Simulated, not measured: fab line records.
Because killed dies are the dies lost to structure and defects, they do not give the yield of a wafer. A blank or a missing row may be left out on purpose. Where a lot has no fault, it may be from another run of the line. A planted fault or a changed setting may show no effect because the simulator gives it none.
Struck lot and sound lot, side by side -- flow nand-harc -- 15 out of 1302 route steps
Sound: these wafers, L560.3, L560.5, L560.6. The struck wafers were L566.1, L566.3, L566.4. Last of all comes the cause.
Each step with rows lists, per side, the tool, then ch with its chambers, then its first start. Under that, the readings that differ: sound wafers -- struck wafers -- difference of the means -- sigmas: that difference in standard deviations of wafers without a fault.
alike: readings whose means differ by less than 2 such deviations, and words and numbers that are the same on both sides. not compared: withheld readings, readings that some wafer has no value for, bounds like >300 that may hide the same value, and numbers for which the record gives no deviation and whose values overlap.
Wherever a step has rows on one side only, a row that says differs or no value, or a row with sigmas, the two part there. When numbers do not overlap yet have no deviation, they are printed without sigmas and do not part them. A reading missing from all wafers of one side parts the sides only when that side holds two or more wafers.

first, 7 steps without rows for these wafers: NHARC_P_ZERO_WELL_HMDS_17 (time 30 s); NHARC_P_ZERO_WELL_COAT_18; NHARC_P_ZERO_WELL_SOFTBAKE_19 (time 95 s); NHARC_P_ZERO_WELL_EBR_20; NHARC_P_ZERO_WELL_EXPOSE_21 (exposes mask P NWELL, target cd 720 nm); NHARC_P_ZERO_WELL_PEB_22 (peb time 85 s); NHARC_P_ZERO_WELL_DEVELOP_23 (time 70 s).
NHARC_P_ZERO_WELL_CD_MEAS_24: the cd target is 720 nm.
  sound on cd-sem-02 ch 0, day 4 20:20; struck on cd-sem-01 ch 0, day 7 08:38
  alike: cd-nm
then, 1 step without rows for these wafers: NHARC_P_ZERO_WELL_HARDBAKE_25 (time 80 s).
NHARC_P_ZERO_WELL_DESCUM_26: chemistry O2, time 3 s.
  sound on rie-diel-08 ch 0,3, day 4 20:30; struck on rie-diel-08 ch 0,1,3, day 7 08:49
  alike: drypump-motor-current-A, oes-product-au, rf-vpp-V, showerhead-plenum-p-Torr, throttle-valve-pct
  not compared: rf-hours-counter-h
then, 2 steps without rows for these wafers: NHARC_P_ZERO_WELL_IMPLANT_27; NHARC_P_ZERO_WELL_IMPLANT_57.
NHARC_P_ZERO_WELL_IMPLANT_58:
  sound on implanter-01 ch 0, day 4 21:04; struck on implanter-01, day 7 09:19
  no value came back on the struck wafers for beam-energy-keV, beam-on-s (s), dose-ions-cm2; on the sound wafers beam-energy-keV reads 99.99 99.95 99.93
then, 1 step without rows for these wafers: NHARC_P_ZERO_WELL_STRIP_28 (strips in SPM, time 840 s).
-- record jumps: 23 days between struck wafers' starts before vs after; left off in module P_ZERO_WELL, resumes in module END, first step shown is number 1302 of the route --
NHARC_END_SORT_01:
  only the struck wafers appear in the record here, on prober-02 ch 0 at day 30 18:44; the sound ones have no rows

## WHERE THEY PART
First at NHARC_P_ZERO_WELL_IMPLANT_58; last, within this record, at NHARC_END_SORT_01.

WHY: the cause the simulator had injected
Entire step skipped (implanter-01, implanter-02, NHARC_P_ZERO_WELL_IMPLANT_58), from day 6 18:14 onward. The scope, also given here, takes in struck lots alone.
